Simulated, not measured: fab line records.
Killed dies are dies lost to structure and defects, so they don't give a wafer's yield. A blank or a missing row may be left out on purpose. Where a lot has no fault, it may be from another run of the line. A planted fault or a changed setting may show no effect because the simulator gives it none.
Code-filled problem report in 8D (eight disciplines) form || flow n5 finfet || the parts of the form that need people (team, actions taken, sign-off) are left out

## 1. THE ISSUE
N5_PASSIVATION_PROBE_49, killed_at_M4_up: mean 98 over 1 wafer from 1 lot; wafers with no fault: 13, standard deviation 6. That puts it +14 standard deviations away from the usual mean.
First observed at day 16 09:07: wafer L963.4, on prober-02. The record holds 36 wafers of 12 lots with a number at this step. Rule for "out" (also "out of limits"): further than 4 standard deviations from the usual mean. All remaining wafers that have a number are taken as sound.

## 2. WHAT IT IS AND WHAT IT IS NOT
{"question": "which readings at this step", "is": "killed_at_M4_up", "is not": "killed_at_M0_to_M3, killed at contacts, killed at front end, killed at other, killed short, sort_bin_4_leakage, sort_bin_6_memory, sort_bin_8_speed"}
{"question": "which lots", "is": "L963", "is not": "L950, L951, L952, L953, L954, L955, L958, L962, L964, L966, L967"}
{"question": "which wafers of those lots", "is": "L963.4", "is not": "L963.1, L963.5"}
{"question": "read on which tools", "is": "prober-02", "is not": "prober-01"}
{"question": "when", "is": "from day 16 09:07", "is not": "up to then (25 sound wafers); but 10 sound wafers of L962, L963, L966, L967 came after"}

## 3. SUSPECTS, AND WHAT RULES EACH OUT
Counting: if a tool at a process step up to the reading ran every lot that is out, it stays a suspect. Sound lots after the first of them don't rule it out here, since some wafers of a struck lot are sound.
- pvd sputter-03 at N5_BEOL_M12_SPUTTER_45 (material Cu, target thk 80 nm, time 13.33 s): kept. It processed L963, the lot that is out, at day 14 16:52, and its most recent sound lot before then was L958 at day 12 22:14.
- rie diel-01 at N5_PASSIVATION_PASS_ETCH_74 (etches SiNx in CF4/O2, target depth 220 nm, time 110 s): kept. It processed L963, the lot that is out, at day 16 00:58, and its most recent sound lot before then was L955 at day 13 17:55.
- prober-02 at N5_PASSIVATION_PROBE_49: kept. It processed L963, the lot that is out, at day 16 08:58, and its most recent sound lot before then was L958 at day 14 07:13. Its own killed_at_M4_up readings are out on those wafers.
- Within rie diel-01 at N5_PASSIVATION_PASS_ETCH_74: the wafers that are out ran in chamber 3; their sound lot-mates ran in chambers 0, 2.
Left after counting: pvd sputter-03 at N5_BEOL_M12_SPUTTER_45, rie diel-01 at N5_PASSIVATION_PASS_ETCH_74, prober-02 at N5_PASSIVATION_PROBE_49.

## 4. THE CAUSE (what the simulator had put in)
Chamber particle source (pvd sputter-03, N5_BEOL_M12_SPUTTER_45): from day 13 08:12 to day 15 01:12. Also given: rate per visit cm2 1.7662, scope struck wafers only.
Of the 3 suspects that counting leaves, this tool is one.

## 5. SEQUENCE OF EFFECTS, ordered by route
Rows list readings where the struck wafers' mean (over those with a number) sits beyond 3 standard deviations from the usual. Only readings for which the record gives a usual standard deviation are gone through. hours: the time from each lot's start at the first step in this table that gives one to its start at this step, as a median over the lots. sigmas: the change in usual standard deviations.
{"hours": 0, "step": "N5_PASSIVATION_PROBE_49", "reading": "defect limited yield", "usual": "91.0 %", "on struck wafers": 86.4, "change": -4.6, "sigmas": -3.3}
{"hours": 0, "step": "N5_PASSIVATION_PROBE_49", "reading": "killed_at_M4_up", "usual": 13, "on struck wafers": 98, "change": "+85", "sigmas": "+14"}
{"hours": 0, "step": "N5_PASSIVATION_PROBE_49", "reading": "killed dies", "usual": 107, "on struck wafers": 160, "change": "+53", "sigmas": "+3.1"}
{"hours": 0, "step": "N5_PASSIVATION_PROBE_49", "reading": "sort_bin_5_function", "usual": "5.3 %", "on struck wafers": 8.7, "change": "+3.4", "sigmas": "+3.7"}
{"hours": 0, "step": "N5_PASSIVATION_PROBE_49", "reading": "sort n pass", "usual": 1073, "on struck wafers": 1020, "change": -53, "sigmas": -3.1}
{"hours": 0, "step": "N5_PASSIVATION_PROBE_49", "reading": "sort yield pct", "usual": "90.9 %", "on struck wafers": 86.4, "change": -4.5, "sigmas": -3.2}
The process steps in it:
- N5_PASSIVATION_PROBE_49

## 6. HOW IT WOULD HAVE BEEN CAUGHT EARLIER
73 hours passed between the start of the fault at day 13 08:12 and the first reading out of limits in this record, taken at day 16 09:07.
Tool readings at N5_BEOL_M12_SPUTTER_45 with a usual standard deviation given in the record: none out on any struck wafer, hence no alarm at a limit of 4 standard deviations on them.
By day 16 09:07 the whole set of lots that are out, 1 in number, had already begun N5_BEOL_M12_SPUTTER_45 on pvd sputter-03. Tool hold at that time: it would have spared none of them.
